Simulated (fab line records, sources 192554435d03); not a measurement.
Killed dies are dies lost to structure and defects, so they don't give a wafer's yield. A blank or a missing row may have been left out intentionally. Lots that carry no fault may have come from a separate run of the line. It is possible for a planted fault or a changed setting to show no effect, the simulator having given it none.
Which tool did it? :: flow n5 finfet :: 24 lots with 72 wafers sampled at 6 steps, on a route of 1938 steps

== WHAT THE GAUGES SHOWED, per wafer ==
N5_SD_EPI_P_CD_MEAS_09: target cd 240 nm.
lot: L074
measured: day 3 05:03
on: cd sem-01
cd nm (nm): 240.1 239.8 240.4

lot: L075
measured: day 3 15:23
on: cd sem-02
cd nm (nm): 239.7 239.4 240.8

lot: L076
measured: day 3 16:13
on: cd sem-02
cd nm (nm): 240.0 239.7 240.8

lot: L077
measured: day 3 23:26
on: cd sem-01
cd nm (nm): 242.0 240.6 240.8

lot: L078
measured: day 4 07:39
on: cd sem-01
cd nm (nm): 241.6 241.9 241.4

lot: L079
measured: day 4 20:26
on: cd sem-01
cd nm (nm): 239.1 240.8 240.3

lot: L080
measured: day 4 21:46
on: cd sem-01
cd nm (nm): 240.6 240.0 239.7

lot: L081
measured: day 5 05:40
on: cd sem-03
cd nm (nm): 240.7 239.8 238.8

lot: L082
measured: day 5 05:54
on: cd sem-03
cd nm (nm): 239.5 240.0 238.5

lot: L083
measured: day 5 12:56
on: cd sem-01
cd nm (nm): 240.9 239.6 240.9

lot: L084
measured: day 5 20:43
on: cd sem-03
cd nm (nm): 242.4 242.0 241.8

lot: L085
measured: day 6 01:30
on: cd sem-02
cd nm (nm): 240.3 239.1 239.3

lot: L086
measured: day 6 05:01
on: cd sem-03
cd nm (nm): 240.8 240.2 239.6

lot: L087
measured: day 6 16:50
on: cd sem-03
cd nm (nm): 240.0 238.9 241.3

lot: L088
measured: day 6 17:10
on: cd sem-03
cd nm (nm): 239.9 240.2 241.4

lot: L089
measured: day 7 02:37
on: cd sem-01
cd nm (nm): 240.9 240.7 239.1

lot: L090
measured: day 7 04:38
on: cd sem-02
cd nm (nm): 239.7 239.0 241.4

lot: L091
measured: day 7 12:07
on: cd sem-01
cd nm (nm): 239.3 240.0 239.3

lot: L092
measured: day 7 18:27
on: cd sem-01
cd nm (nm): 240.5 239.7 239.5

lot: L093
measured: day 8 02:41
on: cd sem-02
cd nm (nm): 240.9 241.0 241.5

lot: L094
measured: day 8 05:53
on: cd sem-03
cd nm (nm): 240.5 240.4 240.8

lot: L095
measured: day 8 17:57
on: cd sem-03
cd nm (nm): 239.3 239.9 239.1

lot: L096
measured: day 8 18:56
on: cd sem-03
cd nm (nm): 239.2 240.1 239.7

lot: L097
measured: day 8 22:52
on: cd sem-01
cd nm (nm): 240.1 239.8 239.4

N5_SD_EPI_P_OVL_MEAS_10.
lot: L074
measured: day 3 05:05
on: overlay-02
SD_P_BLK_OVL (nm): -0.7 -0.7 0.1

lot: L075
measured: day 3 15:25
on: overlay-01
SD_P_BLK_OVL (nm): -2.0 -1.5 -1.3

lot: L076
measured: day 3 16:14
on: overlay-01
SD_P_BLK_OVL (nm): 0.1 -1.2 -0.8

lot: L077
measured: day 3 23:28
on: overlay-02
SD_P_BLK_OVL (nm): -1.0 -0.6 -1.4

lot: L078
measured: day 4 07:41
on: overlay-02
SD_P_BLK_OVL (nm): -1.6 -1.2 -0.9

lot: L079
measured: day 4 20:28
on: overlay-02
SD_P_BLK_OVL (nm): -1.4 -1.0 -1.5

lot: L080
measured: day 4 21:48
on: overlay-01
SD_P_BLK_OVL (nm): -0.7 -0.3 -0.4

lot: L081
measured: day 5 05:42
on: overlay-02
SD_P_BLK_OVL (nm): -0.8 -0.5 -0.8

lot: L082
measured: day 5 05:56
on: overlay-02
SD_P_BLK_OVL (nm): -0.8 -1.6 -0.8

lot: L083
measured: day 5 12:58
on: overlay-02
SD_P_BLK_OVL (nm): -1.9 -1.7 -1.6

lot: L084
measured: day 5 20:45
on: overlay-02
SD_P_BLK_OVL (nm): -1.0 -0.9 -0.8

lot: L085
measured: day 6 01:32
on: overlay-01
SD_P_BLK_OVL (nm): -1.1 0.7 -0.3

lot: L086
measured: day 6 05:02
on: overlay-02
SD_P_BLK_OVL (nm): -0.7 -0.5 -1.3

lot: L087
measured: day 6 16:52
on: overlay-01
SD_P_BLK_OVL (nm): -0.1 -0.1 -0.8

lot: L088
measured: day 6 17:12
on: overlay-01
SD_P_BLK_OVL (nm): -1.3 -1.0 -1.6

lot: L089
measured: day 7 02:40
on: overlay-02
SD_P_BLK_OVL (nm): -2.6 -1.5 -1.9

lot: L090
measured: day 7 04:40
on: overlay-01
SD_P_BLK_OVL (nm): -1.8 -2.2 -0.8

lot: L091
measured: day 7 12:08
on: overlay-02
SD_P_BLK_OVL (nm): -0.3 -1.6 -0.5

lot: L092
measured: day 7 18:29
on: overlay-02
SD_P_BLK_OVL (nm): 0.4 -1.5 -1.6

lot: L093
measured: day 8 02:43
on: overlay-02
SD_P_BLK_OVL (nm): -0.3 -0.5 -1.6

lot: L094
measured: day 8 05:55
on: overlay-01
SD_P_BLK_OVL (nm): -1.2 -0.7 -1.0

lot: L095
measured: day 8 17:59
on: overlay-01
SD_P_BLK_OVL (nm): -1.7 0.4 -0.6

lot: L096
measured: day 8 18:58
on: overlay-02
SD_P_BLK_OVL (nm): -0.8 -1.3 0.0

lot: L097
measured: day 8 22:54
on: overlay-02
SD_P_BLK_OVL (nm): -1.6 -0.8 -1.3

N5_ILD0_THK_MEAS_13.
lot: L074
measured: day 3 16:41
on: film metro-02
thk nm (nm): 17.8 18.0 16.2

lot: L075
measured: day 4 02:47
on: film metro-01
thk nm (nm): 19.4 20.0 19.7

lot: L076
measured: day 4 03:11
on: film metro-02
thk nm (nm): 18.8 19.8 18.4

lot: L077
measured: day 4 10:39
on: film metro-01
thk nm (nm): 17.4 17.3 17.4

lot: L078
measured: day 4 20:07
on: film metro-02
thk nm (nm): 18.1 15.6 16.9

lot: L079
measured: day 5 07:43
on: film metro-02
thk nm (nm): 18.5 17.6 17.4

lot: L080
measured: day 5 09:37
on: film metro-02
thk nm (nm): 19.4 18.1 18.7

lot: L081
measured: day 5 16:42
on: film metro-02
thk nm (nm): 20.4 19.1 19.5

lot: L082
measured: day 5 17:08
on: film metro-01
thk nm (nm): 15.5 17.6 15.9

lot: L083
measured: day 6 00:05
on: film metro-02
thk nm (nm): 19.2 17.3 20.2

lot: L084
measured: day 6 07:56
on: film metro-01
thk nm (nm): 19.7 19.9 19.0

lot: L085
measured: day 6 12:35
on: film metro-02
thk nm (nm): 18.5 19.0 18.8

lot: L086
measured: day 6 16:02
on: film metro-02
thk nm (nm): 16.7 17.6 16.6

lot: L087
measured: day 7 04:39
on: film metro-02
thk nm (nm): 18.0 19.2 20.4

lot: L088
measured: day 7 05:16
on: film metro-01
thk nm (nm): 15.9 17.2 16.3

lot: L089
measured: day 7 13:29
on: film metro-02
thk nm (nm): 18.3 18.2 18.7

lot: L090
measured: day 7 16:04
on: film metro-02
thk nm (nm): 17.8 18.0 18.2

lot: L091
measured: day 7 23:08
on: film metro-02
thk nm (nm): 19.4 19.8 20.7

lot: L092
measured: day 8 06:03
on: film metro-02
thk nm (nm): 19.4 19.7 18.7

lot: L093
measured: day 8 13:49
on: film metro-01
thk nm (nm): 19.1 19.2 17.5

lot: L094
measured: day 8 17:28
on: film metro-01
thk nm (nm): 18.0 19.4 19.0

lot: L095
measured: day 9 05:16
on: film metro-01
thk nm (nm): 19.1 19.3 19.7

lot: L096
measured: day 9 05:59
on: film metro-01
thk nm (nm): 17.6 17.6 15.6

lot: L097
measured: day 9 11:04
on: film metro-02
thk nm (nm): 19.4 17.4 17.4

N5_SDB_CD_MEAS_11: target cd 50 nm.
lot: L074
measured: day 3 17:12
on: cd sem-02
cd nm (nm): 48.1 49.7 47.9

lot: L075
measured: day 4 03:10
on: cd sem-03
cd nm (nm): 49.8 48.1 50.4

lot: L076
measured: day 4 03:37
on: cd sem-03
cd nm (nm): 49.8 51.0 49.5

lot: L077
measured: day 4 11:10
on: cd sem-02
cd nm (nm): 49.5 50.5 52.6

lot: L078
measured: day 4 20:37
on: cd sem-03
cd nm (nm): 49.4 47.9 49.0

lot: L079
measured: day 5 08:07
on: cd sem-02
cd nm (nm): 48.6 50.8 50.8

lot: L080
measured: day 5 10:01
on: cd sem-01
cd nm (nm): 50.7 51.7 51.3

lot: L081
measured: day 5 17:13
on: cd sem-02
cd nm (nm): 48.8 49.5 47.7

lot: L082
measured: day 5 17:39
on: cd sem-03
cd nm (nm): 49.9 49.5 47.1

lot: L083
measured: day 6 00:36
on: cd sem-03
cd nm (nm): 49.9 50.1 49.2

lot: L084
measured: day 6 08:27
on: cd sem-03
cd nm (nm): 51.6 52.0 49.8

lot: L085
measured: day 6 12:59
on: cd sem-03
cd nm (nm): 45.4 50.3 50.9

lot: L086
measured: day 6 16:32
on: cd sem-01
cd nm (nm): 50.7 49.4 53.2

lot: L087
measured: day 7 05:10
on: cd sem-01
cd nm (nm): 48.4 49.3 48.6

lot: L088
measured: day 7 05:46
on: cd sem-01
cd nm (nm): 50.1 50.0 46.9

lot: L089
measured: day 7 13:59
on: cd sem-02
cd nm (nm): 49.3 51.9 50.5

lot: L090
measured: day 7 16:34
on: cd sem-03
cd nm (nm): 48.8 50.9 50.9

lot: L091
measured: day 7 23:39
on: cd sem-02
cd nm (nm): 48.8 50.4 48.3

lot: L092
measured: day 8 06:26
on: cd sem-01
cd nm (nm): 51.1 51.5 50.3

lot: L093
measured: day 8 14:20
on: cd sem-01
cd nm (nm): 50.4 50.3 51.6

lot: L094
measured: day 8 18:01
on: cd sem-01
cd nm (nm): 46.6 49.9 50.0

lot: L095
measured: day 9 05:47
on: cd sem-01
cd nm (nm): 52.8 48.5 52.4

lot: L096
measured: day 9 06:30
on: cd sem-01
cd nm (nm): 48.7 50.5 50.3

lot: L097
measured: day 9 11:34
on: cd sem-01
cd nm (nm): 47.7 51.1 46.9

N5_SDB_INSPECT_36: inspects for defects (darkfield).
lot: L074
measured: day 3 21:10
on: defect inspect-01
raw defect count: 23 24 25

lot: L075
measured: day 4 07:14
on: defect inspect-02
raw defect count: 31 31 33

lot: L076
measured: day 4 07:33
on: defect inspect-02
raw defect count: 26 19 60

lot: L077
measured: day 4 15:22
on: defect inspect-01
raw defect count: 54 59 69

lot: L078
measured: day 5 00:37
on: defect inspect-02
raw defect count: 41 32 27

lot: L079
measured: day 5 13:23
on: defect inspect-01
raw defect count: 106 69 28

lot: L080
measured: day 5 15:34
on: defect inspect-02
raw defect count: 45 74 49

lot: L081
measured: day 5 21:25
on: defect inspect-01
raw defect count: 49 41 39

lot: L082
measured: day 5 21:43
on: defect inspect-02
raw defect count: 23 24 31

lot: L083
measured: day 6 05:08
on: defect inspect-02
raw defect count: 31 32 49

lot: L084
measured: day 6 13:34
on: defect inspect-02
raw defect count: 35 41 45

lot: L085
measured: day 6 16:58
on: defect inspect-02
raw defect count: 23 26 29

lot: L086
measured: day 6 20:29
on: defect inspect-01
raw defect count: 24 48 44

lot: L087
measured: day 7 09:31
on: defect inspect-01
raw defect count: 30 28 24

lot: L088
measured: day 7 10:35
on: defect inspect-01
raw defect count: 28 36 46

lot: L089
measured: day 7 18:40
on: defect inspect-02
raw defect count: 31 57 24

lot: L090
measured: day 7 20:43
on: defect inspect-01
raw defect count: 31 45 18

lot: L091
measured: day 8 03:45
on: defect inspect-01
raw defect count: 42 49 53

lot: L092
measured: day 8 10:23
on: defect inspect-01
raw defect count: 32 35 40

lot: L093
measured: day 8 18:20
on: defect inspect-02
raw defect count: 30 55 48

lot: L094
measured: day 8 22:27
on: defect inspect-01
raw defect count: 32 36 31

lot: L095
measured: day 9 09:49
on: defect inspect-02
raw defect count: 27 27 21

lot: L096
measured: day 9 10:26
on: defect inspect-01
raw defect count: 21 32 31

lot: L097
measured: day 9 15:35
on: defect inspect-01
raw defect count: 40 36 39

== TOOL THAT RAN EACH LOT (tool first, then ch and the chambers of the sampled wafers, then the start) ==
lot: L074
N5_SDB_DESCUM_16: rie diel-06 ch 0,1,3, day 3 17:17

lot: L075
N5_SDB_DESCUM_16: rie diel-06 ch 0,1, day 4 03:16

lot: L076
N5_SDB_DESCUM_16: rie diel-04 ch 0,1, day 4 03:41

lot: L077
N5_SDB_DESCUM_16: rie diel-06 ch 0,3, day 4 11:15

lot: L078
N5_SDB_DESCUM_16: rie diel-01 ch 0,1,3, day 4 20:46

lot: L079
N5_SDB_DESCUM_16: rie diel-06 ch 0,2,3, day 5 08:58

lot: L080
N5_SDB_DESCUM_16: rie diel-04 ch 1,3, day 5 10:27

lot: L081
N5_SDB_DESCUM_16: rie diel-06 ch 1,3, day 5 17:20

lot: L082
N5_SDB_DESCUM_16: rie diel-01 ch 0,1,3, day 5 17:49

lot: L083
N5_SDB_DESCUM_16: rie diel-01 ch 0,2,3, day 6 00:44

lot: L084
N5_SDB_DESCUM_16: rie diel-06 ch 0,3, day 6 09:10

lot: L085
N5_SDB_DESCUM_16: rie diel-06 ch 0,2, day 6 13:04

lot: L086
N5_SDB_DESCUM_16: rie diel-04 ch 0,3, day 6 16:38

lot: L087
N5_SDB_DESCUM_16: rie diel-01 ch 0,2, day 7 05:26

lot: L088
N5_SDB_DESCUM_16: rie diel-01 ch 1,2,3, day 7 05:52

lot: L089
N5_SDB_DESCUM_16: rie diel-01 ch 0,1,3, day 7 14:10

lot: L090
N5_SDB_DESCUM_16: rie diel-06 ch 1,3, day 7 16:40

lot: L091
N5_SDB_DESCUM_16: rie diel-04 ch 0,3, day 7 23:44

lot: L092
N5_SDB_DESCUM_16: rie diel-01 ch 2,3, day 8 06:31

lot: L093
N5_SDB_DESCUM_16: rie diel-06 ch 1,2,3, day 8 14:29

lot: L094
N5_SDB_DESCUM_16: rie diel-01 ch 0,2,3, day 8 18:05

lot: L095
N5_SDB_DESCUM_16: rie diel-06 ch 0,1,3, day 9 05:54

lot: L096
N5_SDB_DESCUM_16: rie diel-06 ch 1,2, day 9 06:35

lot: L097
N5_SDB_DESCUM_16: rie diel-06 ch 0,1,3, day 9 11:40
- N5_SDB_DESCUM_16: chemistry O2, time 7.9 s.

== WHAT THE TOOLS THEMSELVES READ (means of the sampled wafers that have a number; where no wafer has one, the mark that the record gives instead) ==
N5_SDB_DESCUM_16.
lot: L074
tool: rie diel-06
drypump motor current A (A): 5.5
oes product au (a.u.): 0.81
rf vpp V (V): 243.1
showerhead plenum p Torr (Torr): 2.07
throttle valve pct (%): 20.34

lot: L075
tool: rie diel-06
drypump motor current A (A): 6.0
oes product au (a.u.): 0.71
rf vpp V (V): 242.1
showerhead plenum p Torr (Torr): 2.04
throttle valve pct (%): 20.43

lot: L076
tool: rie diel-04
drypump motor current A (A): 5.9
oes product au (a.u.): 0.74
rf vpp V (V): 244.0
showerhead plenum p Torr (Torr): 2.11
throttle valve pct (%): 20.42

lot: L077
tool: rie diel-06
drypump motor current A (A): 5.2
oes product au (a.u.): 0.83
rf vpp V (V): 244.0
showerhead plenum p Torr (Torr): 2.12
throttle valve pct (%): 20.11

lot: L078
tool: rie diel-01
drypump motor current A (A): 5.5
oes product au (a.u.): 0.77
rf vpp V (V): 243.1
showerhead plenum p Torr (Torr): 2.10
throttle valve pct (%): 20.43

lot: L079
tool: rie diel-06
drypump motor current A (A): 5.4
oes product au (a.u.): 0.86
rf vpp V (V): 243.6
showerhead plenum p Torr (Torr): 2.11
throttle valve pct (%): 20.15

lot: L080
tool: rie diel-04
drypump motor current A (A): 5.4
oes product au (a.u.): 0.80
rf vpp V (V): 242.9
showerhead plenum p Torr (Torr): 2.07
throttle valve pct (%): 20.52

lot: L081
tool: rie diel-06
drypump motor current A (A): 5.5
oes product au (a.u.): 0.95
rf vpp V (V): 243.7
showerhead plenum p Torr (Torr): 2.13
throttle valve pct (%): 20.40

lot: L082
tool: rie diel-01
drypump motor current A (A): 5.6
oes product au (a.u.): 0.76
rf vpp V (V): 243.3
showerhead plenum p Torr (Torr): 2.10
throttle valve pct (%): 20.45

lot: L083
tool: rie diel-01
drypump motor current A (A): 5.6
oes product au (a.u.): 0.82
rf vpp V (V): 243.0
showerhead plenum p Torr (Torr): 2.11
throttle valve pct (%): 20.37

lot: L084
tool: rie diel-06
drypump motor current A (A): 5.1
oes product au (a.u.): 0.87
rf vpp V (V): 243.1
showerhead plenum p Torr (Torr): 2.09
throttle valve pct (%): 20.29

lot: L085
tool: rie diel-06
drypump motor current A (A): 5.4
oes product au (a.u.): 0.78
rf vpp V (V): 244.0
showerhead plenum p Torr (Torr): 2.13
throttle valve pct (%): 20.01

lot: L086
tool: rie diel-04
drypump motor current A (A): 5.4
oes product au (a.u.): 0.83
rf vpp V (V): 241.7
showerhead plenum p Torr (Torr): 2.02
throttle valve pct (%): 20.33

lot: L087
tool: rie diel-01
drypump motor current A (A): 5.5
oes product au (a.u.): 0.88
rf vpp V (V): 242.5
showerhead plenum p Torr (Torr): 2.11
throttle valve pct (%): 20.33

lot: L088
tool: rie diel-01
drypump motor current A (A): 5.7
oes product au (a.u.): 0.76
rf vpp V (V): 242.4
showerhead plenum p Torr (Torr): 2.05
throttle valve pct (%): 20.44

lot: L089
tool: rie diel-01
drypump motor current A (A): 5.6
oes product au (a.u.): 0.75
rf vpp V (V): 243.4
showerhead plenum p Torr (Torr): 2.10
throttle valve pct (%): 20.47

lot: L090
tool: rie diel-06
drypump motor current A (A): 5.9
oes product au (a.u.): 0.90
rf vpp V (V): 243.6
showerhead plenum p Torr (Torr): 2.18
throttle valve pct (%): 20.39

lot: L091
tool: rie diel-04
drypump motor current A (A): 5.4
oes product au (a.u.): 0.81
rf vpp V (V): 241.4
showerhead plenum p Torr (Torr): 2.01
throttle valve pct (%): 20.35

lot: L092
tool: rie diel-01
drypump motor current A (A): 5.9
oes product au (a.u.): 0.75
rf vpp V (V): 242.9
showerhead plenum p Torr (Torr): 2.05
throttle valve pct (%): 20.42

lot: L093
tool: rie diel-06
drypump motor current A (A): 5.8
oes product au (a.u.): 0.88
rf vpp V (V): 243.2
showerhead plenum p Torr (Torr): 2.13
throttle valve pct (%): 20.32

lot: L094
tool: rie diel-01
drypump motor current A (A): 5.6
oes product au (a.u.): 0.79
rf vpp V (V): 242.9
showerhead plenum p Torr (Torr): 2.10
throttle valve pct (%): 20.38

lot: L095
tool: rie diel-06
drypump motor current A (A): 5.5
oes product au (a.u.): 0.83
rf vpp V (V): 243.1
showerhead plenum p Torr (Torr): 2.14
throttle valve pct (%): 20.29

lot: L096
tool: rie diel-06
drypump motor current A (A): 6.0
oes product au (a.u.): 0.84
rf vpp V (V): 243.8
showerhead plenum p Torr (Torr): 2.15
throttle valve pct (%): 20.19

lot: L097
tool: rie diel-06
drypump motor current A (A): 5.5
oes product au (a.u.): 0.81
rf vpp V (V): 244.8
showerhead plenum p Torr (Torr): 2.14
throttle valve pct (%): 20.30

== THE ANSWER, worked out from the rows above alone ==
Rule: the usual values come from the lots themselves. The widest of any qualifying gaps counts: lots, ordered by their means at a reading, are off when they make up no more than a third of the lots, leave a main group of 4 or more, and stand apart from it by 3 or more times the standard deviation of that group's means. If all means in a main group match to the digits the tables above print for the reading, that group is not used. Also off: a lot with no number at a reading for which 4 or more lots have one. Any other lot the step has rows for is counted as sound. First the gauges in route order, then the tools' own readings, where a lot's mean is used as printed above. The first step at which some lot is off is used, and at that step the reading that is off furthest; a lot without a number counts as furthest.
Across all readings shown, no lot is off: no conclusion can be drawn from this.

== WHAT THE SIMULATOR PUT IN ==
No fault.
